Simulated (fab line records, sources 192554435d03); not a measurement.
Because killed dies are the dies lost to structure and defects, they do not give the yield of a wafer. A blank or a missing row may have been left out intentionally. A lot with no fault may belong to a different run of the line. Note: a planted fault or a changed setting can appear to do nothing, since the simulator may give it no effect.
Split-lot trial || flow n5Finfet || 7 lots, 21 wafers read, on a route of 1938 steps

THE SPLIT ITSELF
At N5_MOL_CONTACT_COAG_COAT_76 (time 60 s, resist thk 10 nm), the setting spinRpm was moved away from the recipe's 1500 rpm on 12 of the 21 wafers read, by -7.4% to +5.4%. This setting was run at the recipe's value on the other wafers.

FROM THE SPLIT TO THE READING: what the file shows between them, 4 steps
- N5_MOL_CONTACT_COAG_COAT_77: time 60 s, resist thk 10 nm
- N5_MOL_CONTACT_COAG_COAT_78: resist thk 40 nm
- N5_MOL_CONTACT_COAG_DESCUM_88: chemistry O2, time 7 s
- N5_MOL_CONTACT_COAG_ETCH_89: etches underlayer in N2/H2, target depth 13 nm, time 10.4 s

THE READING
etch.depthNm (the simulator's own value, which no gauge read), in nm, at N5_MOL_CONTACT_COAG_ETCH_90 (etches SiARC in CF4, target depth 13 nm, time 21.7 s). The file gives no usual value for it. Across the 9 wafers here that went through the recipe, the average is 9.988 nm and the standard deviation 0.025 nm.

{"wafer": "L074.1", "tool, chamber at the split": "lithoTrack-03, 0", "spinRpm as run, rpm": 1437, "against the recipe": "-4.2%", "etch.depthNm, nm": 10.27, "against lot-mates on the recipe": "no lot-mate on the recipe"}
{"wafer": "L074.2", "tool, chamber at the split": "lithoTrack-03, 0", "spinRpm as run, rpm": 1437, "against the recipe": "-4.2%", "etch.depthNm, nm": 10.25, "against lot-mates on the recipe": "no lot-mate on the recipe"}
{"wafer": "L074.6", "tool, chamber at the split": "lithoTrack-03, 0", "spinRpm as run, rpm": 1437, "against the recipe": "-4.2%", "etch.depthNm, nm": 10.25, "against lot-mates on the recipe": "no lot-mate on the recipe"}
{"wafer": "L078.2", "tool, chamber at the split": "lithoTrack-04, 0", "spinRpm as run, rpm": 1556, "against the recipe": "+3.7%", "etch.depthNm, nm": 9.788, "against lot-mates on the recipe": -0.194}
{"wafer": "L078.3", "tool, chamber at the split": "lithoTrack-04, 0", "spinRpm as run, rpm": 1500, "against the recipe": "recipe", "etch.depthNm, nm": 10, "against lot-mates on the recipe": "-"}
{"wafer": "L078.4", "tool, chamber at the split": "lithoTrack-04, 0", "spinRpm as run, rpm": 1500, "against the recipe": "recipe", "etch.depthNm, nm": 9.964, "against lot-mates on the recipe": "-"}
{"wafer": "L080.1", "tool, chamber at the split": "lithoTrack-05, 0", "spinRpm as run, rpm": 1500, "against the recipe": "recipe", "etch.depthNm, nm": 9.977, "against lot-mates on the recipe": "-"}
{"wafer": "L080.3", "tool, chamber at the split": "lithoTrack-05, 0", "spinRpm as run, rpm": 1500, "against the recipe": "recipe", "etch.depthNm, nm": 9.988, "against lot-mates on the recipe": "-"}
{"wafer": "L080.4", "tool, chamber at the split": "lithoTrack-05, 0", "spinRpm as run, rpm": 1500, "against the recipe": "recipe", "etch.depthNm, nm": 9.95, "against lot-mates on the recipe": "-"}
{"wafer": "L081.2", "tool, chamber at the split": "lithoTrack-03, 0", "spinRpm as run, rpm": 1424, "against the recipe": "-5.1%", "etch.depthNm, nm": 10.3, "against lot-mates on the recipe": "+0.275"}
{"wafer": "L081.4", "tool, chamber at the split": "lithoTrack-03, 0", "spinRpm as run, rpm": 1500, "against the recipe": "recipe", "etch.depthNm, nm": 10.04, "against lot-mates on the recipe": "-"}
{"wafer": "L081.5", "tool, chamber at the split": "lithoTrack-03, 0", "spinRpm as run, rpm": 1500, "against the recipe": "recipe", "etch.depthNm, nm": 10.01, "against lot-mates on the recipe": "-"}
{"wafer": "L089.1", "tool, chamber at the split": "lithoTrack-05, 0", "spinRpm as run, rpm": 1500, "against the recipe": "recipe", "etch.depthNm, nm": 9.98, "against lot-mates on the recipe": "-"}
{"wafer": "L089.2", "tool, chamber at the split": "lithoTrack-05, 0", "spinRpm as run, rpm": 1581, "against the recipe": "+5.4%", "etch.depthNm, nm": 9.734, "against lot-mates on the recipe": -0.246}
{"wafer": "L089.3", "tool, chamber at the split": "lithoTrack-05, 0", "spinRpm as run, rpm": 1581, "against the recipe": "+5.4%", "etch.depthNm, nm": 9.749, "against lot-mates on the recipe": -0.231}
{"wafer": "L091.2", "tool, chamber at the split": "lithoTrack-03, 0", "spinRpm as run, rpm": 1389, "against the recipe": "-7.4%", "etch.depthNm, nm": 10.38, "against lot-mates on the recipe": "+0.396"}
{"wafer": "L091.4", "tool, chamber at the split": "lithoTrack-03, 0", "spinRpm as run, rpm": 1389, "against the recipe": "-7.4%", "etch.depthNm, nm": 10.4, "against lot-mates on the recipe": "+0.416"}
{"wafer": "L091.5", "tool, chamber at the split": "lithoTrack-03, 0", "spinRpm as run, rpm": 1500, "against the recipe": "recipe", "etch.depthNm, nm": 9.984, "against lot-mates on the recipe": "-"}
{"wafer": "L093.1", "tool, chamber at the split": "lithoTrack-05, 0", "spinRpm as run, rpm": 1565, "against the recipe": "+4.3%", "etch.depthNm, nm": 9.749, "against lot-mates on the recipe": "no lot-mate on the recipe"}
{"wafer": "L093.2", "tool, chamber at the split": "lithoTrack-05, 0", "spinRpm as run, rpm": 1565, "against the recipe": "+4.3%", "etch.depthNm, nm": 9.752, "against lot-mates on the recipe": "no lot-mate on the recipe"}
{"wafer": "L093.4", "tool, chamber at the split": "lithoTrack-05, 0", "spinRpm as run, rpm": 1565, "against the recipe": "+4.3%", "etch.depthNm, nm": 9.764, "against lot-mates on the recipe": "no lot-mate on the recipe"}

FIT RESULTS
A straight line over all 21 wafers: etch.depthNm changes by -0.0546 nm for each +1% of spinRpm; r = -0.99; the points scatter about the line by 0.027 nm.
The same after taking each lot's own level away (the mean of its wafers on the recipe; 15 wafers): -0.0513 nm for each +1%; r = -1.00; scatter 0.02 nm.
On that fit, the largest move of spinRpm shifts the reading by 0.38 nm.
The span of the lots' own levels, 9.9717 to 10.0250 nm, comes to 2.1 times the standard deviation stated above.
So the lot-to-lot level changes the slope little: the two slopes agree.
Check: +0.387 nm against its lot-mates is what the line predicts for one of the wafers moved furthest among these (-7.4%) when that wafer is left out of the fit. Against them it came out at +0.396 nm.

OTHER SPLITS APPLIED TO THESE WAFERS
Note: prior to the reading, these wafers also went through further splits. Each is held against what the fit with the lots' levels taken away leaves over:
{"other split on the same wafers": "N5_MOL_CONTACT_COAG_COAT_02 spinRpm", "wafers away from the commonest value": 10, "r with etch.depthNm (lot level and that fit taken away)": "+0.24"}
{"other split on the same wafers": "N5_MOL_CONTACT_COAG_ALD_27 aldCycles", "wafers away from the commonest value": 6, "r with etch.depthNm (lot level and that fit taken away)": -0.35}

THE WHOLE CHAIN: every reading that the file lists as answering this split, in the file's order
{"step": "N5_MOL_CONTACT_COAG_COAT_76", "what it does": "time 60 s, resist thk 10 nm", "reading": "SiARC_of_MOL_CONTACT_COAG_COAT_76.thkNm (the simulator's own value, which no gauge read)", "change (the file's fit)": "-0.047 nm for each +1% of the setting", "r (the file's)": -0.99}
{"step": "N5_MOL_CONTACT_COAG_ETCH_90", "what it does": "etches SiARC in CF4, target depth 13 nm, time 21.7 s", "reading": "etch.depthNm (the simulator's own value, which no gauge read)", "change (the file's fit)": "-0.0517 nm for each +1% of the setting", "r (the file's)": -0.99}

FILE'S OWN FIT
etch.depthNm changes by -0.0517 nm for each +1% of spinRpm, r = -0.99.
